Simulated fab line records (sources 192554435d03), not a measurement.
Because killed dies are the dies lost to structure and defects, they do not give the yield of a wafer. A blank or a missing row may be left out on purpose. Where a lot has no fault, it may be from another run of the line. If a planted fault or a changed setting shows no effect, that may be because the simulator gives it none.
What tool caused it? | flow n5Finfet | Sampling: 9 lots, 27 wafers, 5 of 1938 route steps

== WHAT EACH GAUGE READ, for each wafer ==
N5_MOL_CONTACT_COAG_THK_MEAS_29. Usual: MD_CAP_THK 17.90 nm, standard deviation 0.081.
lot  | measured    | on           | MD_CAP_THK (nm)   | flag
L912 | day 5 18:24 | filmMetro-01 | 17.99 18.11 18.00 | 
L915 | day 5 22:31 | filmMetro-01 | 17.95 17.91 17.99 | 
L917 | day 6 15:06 | filmMetro-02 | 17.78 17.90 17.95 | 
L916 | day 6 16:34 | filmMetro-01 | 18.07 17.87 17.99 | 
L925 | day 8 17:27 | filmMetro-02 | 17.88 18.01 17.81 | 
L926 | day 8 23:37 | filmMetro-01 | 17.77 17.95 17.99 | 
L927 | day 9 05:07 | filmMetro-02 | 17.86 17.84 17.85 | 
L929 | day 9 13:37 | filmMetro-02 | 17.97 18.02 17.94 | 
L930 | day 9 21:01 | filmMetro-01 | 17.80 17.85 17.95 | 

N5_BEOL_M4_RC_MEAS_101. Usual: DIBL_N 36.0 mV/V, standard deviation 1.7; DIBL_P 36.2 mV/V, standard deviation 1.9; IOFF_N 0.154 nA/um, standard deviation 0.028; IOFF_P 0.21 nA/um, standard deviation 0.036; ION_N 675 uA/um, standard deviation 11; ION_P 463 uA/um, standard deviation 8.3; SS_N 71.4 mV/dec, standard deviation 0.63; SS_P 73.2 mV/dec, standard deviation 0.55; VT_N 250.2 mV, standard deviation 3; VT_P -251 mV, standard deviation 3.7.
lot  | measured     | on        | DIBL_N (mV/V)  | DIBL_P (mV/V)  | IOFF_N (nA/um)    | IOFF_P (nA/um) | ION_N (uA/um) | ION_P (uA/um) | SS_N (mV/dec)  | SS_P (mV/dec)  | VT_N (mV)         | VT_P (mV)      | flag
L912 | day 9 05:26  | prober-01 | 35.0 38.3 39.0 | 33.2 38.5 38.7 | 0.116 0.186 0.196 | 0.17 0.26 0.26 | 670 688 700   | 455 474 477   | 71.2 72.9 72.4 | 73.0 73.9 73.9 | 252.2 245.6 245.2 | -252 -247 -246 | 
L915 | day 10 23:41 | prober-02 | 37.7 38.0 34.4 | 38.6 38.8 34.9 | 0.180 0.185 0.128 | 0.23 0.23 0.17 | 685 679 671   | 477 467 462   | 71.5 72.4 71.1 | 73.7 73.4 72.3 | 249.5 246.9 252.7 | -247 -248 -250 | 
L917 | day 12 00:50 | prober-02 | 34.7 35.7 35.7 | 35.6 36.4 36.5 | 0.134 0.155 0.146 | 0.18 0.20 0.19 | 666 679 674   | 460 461 465   | 71.4 71.4 71.2 | 72.7 72.8 72.5 | 252.2 248.9 249.6 | -252 -251 -251 | 
L916 | day 11 22:34 | prober-01 | 38.5 34.9 37.2 | 40.8 36.2 39.1 | 0.191 0.124 0.178 | 0.23 0.17 0.20 | 689 654 700   | 469 455 465   | 71.7 71.2 71.2 | 73.7 73.0 74.1 | 247.8 255.7 246.3 | -248 -254 -252 | 
L925 | day 14 22:04 | prober-01 | - - 36.0       | - - 36.5       | - - 0.150         | - - 0.20       | - - 678       | - - 466       | - - 71.1       | - - 72.4       | - - 247.7         | - - -248       | 
L926 | day 13 22:02 | prober-02 | 35.8 36.9 35.5 | 34.7 37.0 34.6 | 0.133 0.160 0.142 | 0.21 0.25 0.22 | 668 669 665   | 463 465 466   | 70.8 71.2 70.7 | 73.0 73.9 72.5 | 252.7 245.8 247.8 | -247 -246 -248 | 
L927 | day 14 04:01 | prober-01 | 35.8 34.4 33.4 | 35.0 34.3 32.6 | 0.147 0.138 0.119 | 0.18 0.18 0.16 | 667 684 667   | 456 466 449   | 71.2 71.4 71.3 | 73.4 73.2 72.6 | 253.0 249.5 257.5 | -254 -255 -255 | 
L929 | day 15 03:25 | prober-02 | 37.2 39.3 36.8 | 37.0 38.5 36.7 | 0.177 0.221 0.175 | 0.23 0.26 0.24 | 681 682 687   | 468 466 474   | 71.8 72.9 70.9 | 73.7 73.6 74.0 | 250.5 246.6 247.1 | -249 -246 -248 | 
L930 | day 15 04:00 | prober-01 | 35.2 33.8 36.6 | 32.4 32.5 35.7 | 0.128 0.107 0.150 | 0.17 0.17 0.22 | 662 669 673   | 459 462 466   | 70.8 70.2 71.1 | 72.1 72.8 72.9 | 256.1 258.0 251.3 | -253 -255 -248 | 

== TOOL THAT RAN EACH LOT (tool first, then ch and the chambers of the sampled wafers, then the start) ==
lot  | N5_MOL_CONTACT_COAG_ALD_27      | N5_MOL_CONTACT_COAG_ALD_123     | N5_MOL_CONTACT_COAG_ALD_131
L912 | aldSin-02 ch 0,1, day 5 16:32   | aldSin-03 ch 1,2,3, day 5 18:26 | aldSin-03 ch 0,1,3, day 5 19:51
L915 | aldSin-01 ch 0,1,3, day 5 20:39 | aldSin-02 ch 0,1, day 5 22:33   | aldSin-02 ch 1,3, day 5 23:46
L917 | aldSin-02 ch 2,3, day 6 13:13   | aldSin-03 ch 0,1,2, day 6 15:08 | aldSin-01 ch 0,1, day 6 16:24
L916 | aldSin-01 ch 0,1,3, day 6 14:41 | aldSin-01 ch 1,2, day 6 16:35   | aldSin-01 ch 1,2,3, day 6 17:42
L925 | aldSin-01 ch 1,3, day 8 15:35   | aldSin-01 ch 0,2, day 8 20:01   | aldSin-01 ch 2,3, day 8 21:14
L926 | aldSin-01 ch 1,3, day 8 21:46   | aldSin-02 ch 1,2,3, day 8 23:40 | aldSin-02 ch 0,2,3, day 9 00:46
L927 | aldSin-01 ch 0,2,3, day 9 03:16 | aldSin-03 ch 0,1,3, day 9 05:30 | aldSin-03 ch 2,3, day 9 06:36
L929 | aldSin-02 ch 0,1,2, day 9 11:46 | aldSin-02 ch 0,2,3, day 9 13:40 | aldSin-02 ch 0,2,3, day 9 15:11
L930 | aldSin-02 ch 0,1,2, day 9 19:09 | aldSin-03 ch 1,2,3, day 9 21:03 | aldSin-03 ch 0,1, day 9 22:19
- N5_MOL_CONTACT_COAG_ALD_27: deposits SiOC, target thk 17 nm, pulse time 1.5 s, time 2720 s.
- N5_MOL_CONTACT_COAG_ALD_123: deposits SiNx, target thk 5 nm, pulse time 1 s, purge time 2 s.
- N5_MOL_CONTACT_COAG_ALD_131: deposits SiO2, target thk 5 nm, pulse time 1 s, co reactant pulse time 1 s.

== WHAT THE TOOLS THEMSELVES READ (means of the sampled wafers that have a number; where no wafer has one, the mark that the record gives instead) ==
N5_MOL_CONTACT_COAG_ALD_27. Usual: heaterPowerW 821 W, standard deviation 77; precursorPulseHeightRel 0.998, standard deviation 0.02; susceptorTempC 400.00 C, standard deviation 0.24.
lot  | tool      | heaterPowerW (W) | precursorPulseHeightRel | susceptorTempC (C) | flag
L912 | aldSin-02 | 769              | 0.980                   | 400.19             | 
L915 | aldSin-01 | 801              | 0.991                   | 399.82             | 
L917 | aldSin-02 | 810              | 1.004                   | 399.85             | 
L916 | aldSin-01 | 798              | 0.986                   | 399.99             | 
L925 | aldSin-01 | 803              | 1.006                   | 399.80             | 
L926 | aldSin-01 | 815              | 1.002                   | 399.92             | 
L927 | aldSin-01 | 783              | 0.991                   | 399.93             | 
L929 | aldSin-02 | 755              | 1.008                   | 400.03             | 
L930 | aldSin-02 | 769              | 1.009                   | 400.18             | 

N5_MOL_CONTACT_COAG_ALD_123. Usual: heaterPowerW 835 W, standard deviation 72; precursorPulseHeightRel 0.998, standard deviation 0.021; susceptorTempC 399.99 C, standard deviation 0.22.
lot  | tool      | heaterPowerW (W) | precursorPulseHeightRel | susceptorTempC (C) | flag
L912 | aldSin-03 | 844              | 1.003                   | 399.92             | 
L915 | aldSin-02 | 796              | 0.993                   | 400.07             | 
L917 | aldSin-03 | 858              | 0.999                   | 400.09             | 
L916 | aldSin-01 | 907              | 0.989                   | 399.96             | 
L925 | aldSin-01 | 814              | 1.012                   | 400.01             | 
L926 | aldSin-02 | 825              | 0.996                   | 399.96             | 
L927 | aldSin-03 | 871              | 1.003                   | 399.99             | 
L929 | aldSin-02 | 798              | 0.988                   | 399.78             | 
L930 | aldSin-03 | 856              | 0.980                   | 400.30             | 

N5_MOL_CONTACT_COAG_ALD_131. Usual: heaterPowerW 77 W, standard deviation 6.9; precursorPulseHeightRel 0.999, standard deviation 0.021; susceptorTempC 99.99 C, standard deviation 0.12.
lot  | tool      | heaterPowerW (W) | precursorPulseHeightRel | susceptorTempC (C) | flag
L912 | aldSin-03 | 80               | 1.002                   | 99.98              | 
L915 | aldSin-02 | 82               | 1.000                   | 100.04             | 
L917 | aldSin-01 | 81               | 0.976                   | 100.17             | 
L916 | aldSin-01 | 78               | 1.018                   | 100.11             | 
L925 | aldSin-01 | 71               | 0.996                   | 99.98              | 
L926 | aldSin-02 | 73               | 0.992                   | 100.04             | 
L927 | aldSin-03 | 81               | 1.003                   | 99.89              | 
L929 | aldSin-02 | 74               | 1.010                   | 99.91              | 
L930 | aldSin-03 | 83               | 0.982                   | 99.89              | 

== THE ANSWER, worked out from the rows above alone ==
Rule: lot off if the mean of its wafers having a number is beyond 3 standard deviations from the usual mean. Also off: a lot with no number at a reading for which 4 or more lots have one. All remaining lots with rows at the step are treated as sound. Order of review: gauges by route order, followed by the tools' own readings, for which a lot's mean as printed above is used. At the first step where some lot is off, the reading lying furthest off is the one used; lots without a number count as furthest.
Nothing can be told from this: no lot is off at any reading shown.

== WHAT THE SIMULATOR PUT IN ==
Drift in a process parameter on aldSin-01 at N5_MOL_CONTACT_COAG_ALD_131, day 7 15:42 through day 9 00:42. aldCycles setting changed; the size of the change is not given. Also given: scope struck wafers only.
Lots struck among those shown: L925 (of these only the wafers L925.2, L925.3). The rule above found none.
